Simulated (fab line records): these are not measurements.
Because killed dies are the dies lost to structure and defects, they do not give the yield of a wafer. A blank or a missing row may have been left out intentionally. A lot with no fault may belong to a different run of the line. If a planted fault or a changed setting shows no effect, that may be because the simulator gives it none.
Matching of chambers || flow nandHarc || 4 sister chambers for NHARC_A_WL_FILL_STRIP_29 on rieDiel-13
The step strips in O2, time 20 s. 16 wafers are shown with their chamber, then 8 later ones without.

EACH WAFER AND ITS CHAMBER
{"wafer": "L076.1", "chamber": 2, "drypumpMotorCurrentA (A)": 5.7, "chamberPressureMTorr (mTorr)": 59.95, "oesProductAu (a.u.)": 0.983}
{"wafer": "L076.3", "chamber": 0, "drypumpMotorCurrentA (A)": 5.6, "chamberPressureMTorr (mTorr)": 60.03, "oesProductAu (a.u.)": 1.005}
{"wafer": "L076.5", "chamber": 0, "drypumpMotorCurrentA (A)": 5.6, "chamberPressureMTorr (mTorr)": 60.06, "oesProductAu (a.u.)": 0.993}
{"wafer": "L074.1", "chamber": 3, "drypumpMotorCurrentA (A)": 6.1, "chamberPressureMTorr (mTorr)": 59.93, "oesProductAu (a.u.)": 1.008}
{"wafer": "L074.4", "chamber": 2, "drypumpMotorCurrentA (A)": 5.7, "chamberPressureMTorr (mTorr)": 59.97, "oesProductAu (a.u.)": 0.990}
{"wafer": "L074.6", "chamber": 3, "drypumpMotorCurrentA (A)": 6.1, "chamberPressureMTorr (mTorr)": 60.02, "oesProductAu (a.u.)": 0.998}
{"wafer": "L079.3", "chamber": 3, "drypumpMotorCurrentA (A)": 6.1, "chamberPressureMTorr (mTorr)": 60.06, "oesProductAu (a.u.)": 0.988}
{"wafer": "L079.5", "chamber": 3, "drypumpMotorCurrentA (A)": 6.1, "chamberPressureMTorr (mTorr)": 60.10, "oesProductAu (a.u.)": 0.990}
{"wafer": "L079.6", "chamber": 0, "drypumpMotorCurrentA (A)": 5.6, "chamberPressureMTorr (mTorr)": 60.01, "oesProductAu (a.u.)": 0.991}
{"wafer": "L081.2", "chamber": 3, "drypumpMotorCurrentA (A)": 6.1, "chamberPressureMTorr (mTorr)": 60.06, "oesProductAu (a.u.)": 1.011}
{"wafer": "L081.3", "chamber": 1, "drypumpMotorCurrentA (A)": 6.5, "chamberPressureMTorr (mTorr)": 59.98, "oesProductAu (a.u.)": 1.004}
{"wafer": "L081.5", "chamber": 1, "drypumpMotorCurrentA (A)": 6.5, "chamberPressureMTorr (mTorr)": 59.96, "oesProductAu (a.u.)": 0.995}
{"wafer": "L082.1", "chamber": 0, "drypumpMotorCurrentA (A)": 5.6, "chamberPressureMTorr (mTorr)": 60.03, "oesProductAu (a.u.)": 0.993}
{"wafer": "L082.4", "chamber": 2, "drypumpMotorCurrentA (A)": 5.8, "chamberPressureMTorr (mTorr)": 60.06, "oesProductAu (a.u.)": 0.996}
{"wafer": "L082.5", "chamber": 1, "drypumpMotorCurrentA (A)": 6.5, "chamberPressureMTorr (mTorr)": 59.93, "oesProductAu (a.u.)": 1.003}
{"wafer": "L086.2", "chamber": 3, "drypumpMotorCurrentA (A)": 6.1, "chamberPressureMTorr (mTorr)": 59.97, "oesProductAu (a.u.)": 0.997}

SIGNATURES, as means of the wafers listed above
{"reading": "drypumpMotorCurrentA", "chamber 0": 5.600, "chamber 1": 6.500, "chamber 2": 5.733, "chamber 3": 6.100, "scatter within a chamber": 0.0236}
{"reading": "chamberPressureMTorr", "chamber 0": 60.0325, "chamber 1": 59.9567, "chamber 2": 59.9933, "chamber 3": 60.0233, "scatter within a chamber": 0.0496}
{"reading": "oesProductAu", "chamber 0": 0.99550, "chamber 1": 1.00067, "chamber 2": 0.98967, "chamber 3": 0.99867, "scatter within a chamber": 0.00757}
Rule: for each reading, subtract the chamber's mean from the wafer's reading, divide by that reading's scatter and square the result; add these up over the readings and take the root, which gives the wafer's distance from the chamber. The wafer belongs to the nearest chamber; if the next one is less than 2 further off, it can't be placed. The scatter: take each reading less its chamber's mean, square it, sum over the shown wafers, divide by the number of wafers less the number of chambers, and take the root.

WAFERS WITHOUT THEIR CHAMBER
{"wafer": "L086.4", "drypumpMotorCurrentA (A)": 6.5, "chamberPressureMTorr (mTorr)": 60.08, "oesProductAu (a.u.)": 0.994}
{"wafer": "L086.6", "drypumpMotorCurrentA (A)": 5.7, "chamberPressureMTorr (mTorr)": 59.93, "oesProductAu (a.u.)": 0.982}
{"wafer": "L091.1", "drypumpMotorCurrentA (A)": 6.5, "chamberPressureMTorr (mTorr)": 59.96, "oesProductAu (a.u.)": 1.009}
{"wafer": "L091.2", "drypumpMotorCurrentA (A)": 5.6, "chamberPressureMTorr (mTorr)": 60.05, "oesProductAu (a.u.)": 0.991}
{"wafer": "L091.3", "drypumpMotorCurrentA (A)": 5.7, "chamberPressureMTorr (mTorr)": 60.04, "oesProductAu (a.u.)": 0.998}
{"wafer": "L095.2", "drypumpMotorCurrentA (A)": 6.5, "chamberPressureMTorr (mTorr)": 59.97, "oesProductAu (a.u.)": 1.000}
{"wafer": "L095.5", "drypumpMotorCurrentA (A)": 5.6, "chamberPressureMTorr (mTorr)": 60.05, "oesProductAu (a.u.)": 0.982}
{"wafer": "L095.6", "drypumpMotorCurrentA (A)": 6.1, "chamberPressureMTorr (mTorr)": 60.01, "oesProductAu (a.u.)": 1.006}

EACH ONE'S CHAMBER
{"wafer": "L086.4", "from the rows above": 1, "in truth": 1}
{"wafer": "L086.6", "from the rows above": 2, "in truth": 2}
{"wafer": "L091.1", "from the rows above": 1, "in truth": 1}
{"wafer": "L091.2", "from the rows above": 0, "in truth": 0}
{"wafer": "L091.3", "from the rows above": 2, "in truth": 2}
{"wafer": "L095.2", "from the rows above": 1, "in truth": 1}
{"wafer": "L095.5", "from the rows above": 0, "in truth": 0}
{"wafer": "L095.6", "from the rows above": 3, "in truth": 3}
Placed correctly: 8 of 8. Left unplaced by these rows: 0. Placed wrongly: 0.
